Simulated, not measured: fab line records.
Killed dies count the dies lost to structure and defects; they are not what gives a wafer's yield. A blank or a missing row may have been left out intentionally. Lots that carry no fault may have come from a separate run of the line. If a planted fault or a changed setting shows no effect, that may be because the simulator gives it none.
Chamber matching + flow nand harc + NHARC_A_STAIRCASE_TRIM_196 on rie diel-13 has 4 sister chambers
The step chemistry O2, time 211.2 s. 18 wafers are shown with their chamber, then 9 later ones without.

== WAFERS PAIRED WITH THEIR CHAMBERS ==
| wafer  | chamber | drypump motor current A (A) | showerhead plenum p Torr (Torr) | oes product au (a.u.) |
|--------|---------|-----------------------------|---------------------------------|-----------------------|
| L074.1 | 2       | 5.6                         | 3.27                            | 0.995                 |
| L074.2 | 3       | 5.4                         | 3.47                            | 0.996                 |
| L074.5 | 3       | 5.4                         | 3.47                            | 0.985                 |
| L076.1 | 0       | 5.4                         | 3.52                            | 0.987                 |
| L076.4 | 3       | 5.4                         | 3.47                            | 0.992                 |
| L076.6 | 1       | 6.3                         | 3.36                            | 1.023                 |
| L080.3 | 0       | 5.5                         | 3.52                            | 0.994                 |
| L080.4 | 1       | 6.3                         | 3.36                            | 1.014                 |
| L080.5 | 0       | 5.5                         | 3.52                            | 0.999                 |
| L081.2 | 2       | 5.7                         | 3.81                            | 1.020                 |
| L081.5 | 1       | 6.3                         | 3.36                            | 1.006                 |
| L081.6 | 2       | 5.7                         | 3.81                            | 1.012                 |
| L083.1 | 1       | 6.3                         | 3.35                            | 1.011                 |
| L083.2 | 2       | 5.7                         | 3.80                            | 1.015                 |
| L083.3 | 3       | 5.4                         | 3.46                            | 1.002                 |
| L086.1 | 3       | 5.4                         | 3.46                            | 1.003                 |
| L086.2 | 2       | 5.7                         | 3.80                            | 1.027                 |
| L086.3 | 0       | 5.5                         | 3.51                            | 1.006                 |

SIGNATURES (means of the wafers above)
| reading                  | chamber 0 | chamber 1 | chamber 2 | chamber 3 | scatter within a chamber |
|--------------------------|-----------|-----------|-----------|-----------|--------------------------|
| drypump motor current A  | 5.475     | 6.300     | 5.680     | 5.400     | 0.0333                   |
| showerhead plenum p Torr | 3.5175    | 3.3575    | 3.6980    | 3.4660    | 0.128                    |
| oes product au           | 0.99650   | 1.01350   | 1.01380   | 0.99560   | 0.00902                  |
Rule: for a wafer and a chamber, the distance is found by dividing, reading by reading, the gap between the wafer's reading and the chamber's mean by the reading's scatter, squaring, summing and taking the root. The wafer belongs to the nearest chamber; if the next one is less than 2 further off, it can't be placed. The scatter: the root of (the sum of the squares of (reading less its chamber's mean) over the shown wafers, divided by (wafers less chambers)).

== WAFERS WITH NO CHAMBER GIVEN ==
| wafer  | drypump motor current A (A) | showerhead plenum p Torr (Torr) | oes product au (a.u.) |
|--------|-----------------------------|---------------------------------|-----------------------|
| L091.1 | 5.5                         | 3.50                            | 1.012                 |
| L091.3 | 6.3                         | 3.34                            | 1.011                 |
| L091.5 | 5.7                         | 3.79                            | 1.012                 |
| L092.2 | 5.4                         | 3.45                            | 1.000                 |
| L092.5 | 6.3                         | 3.34                            | 1.000                 |
| L092.6 | 5.7                         | 3.79                            | 1.009                 |
| L094.3 | 5.5                         | 3.50                            | 1.000                 |
| L094.4 | 6.3                         | 3.34                            | 0.996                 |
| L094.6 | 5.4                         | 3.45                            | 1.000                 |

== THE CHAMBER EACH PASSED THROUGH ==
| wafer  | from the rows above     | in truth |
|--------|-------------------------|----------|
| L091.1 | can't be placed: 0 or 3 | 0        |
| L091.3 | 1                       | 1        |
| L091.5 | 2                       | 2        |
| L092.2 | can't be placed: 3 or 0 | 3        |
| L092.5 | 1                       | 1        |
| L092.6 | 2                       | 2        |
| L094.3 | 0                       | 0        |
| L094.4 | 1                       | 1        |
| L094.6 | can't be placed: 3 or 0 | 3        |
Correct placement for 6 of the 9. Cannot be placed on the basis of these rows: 3; the candidates contain the true chamber in 3. Wrongly placed: 0.
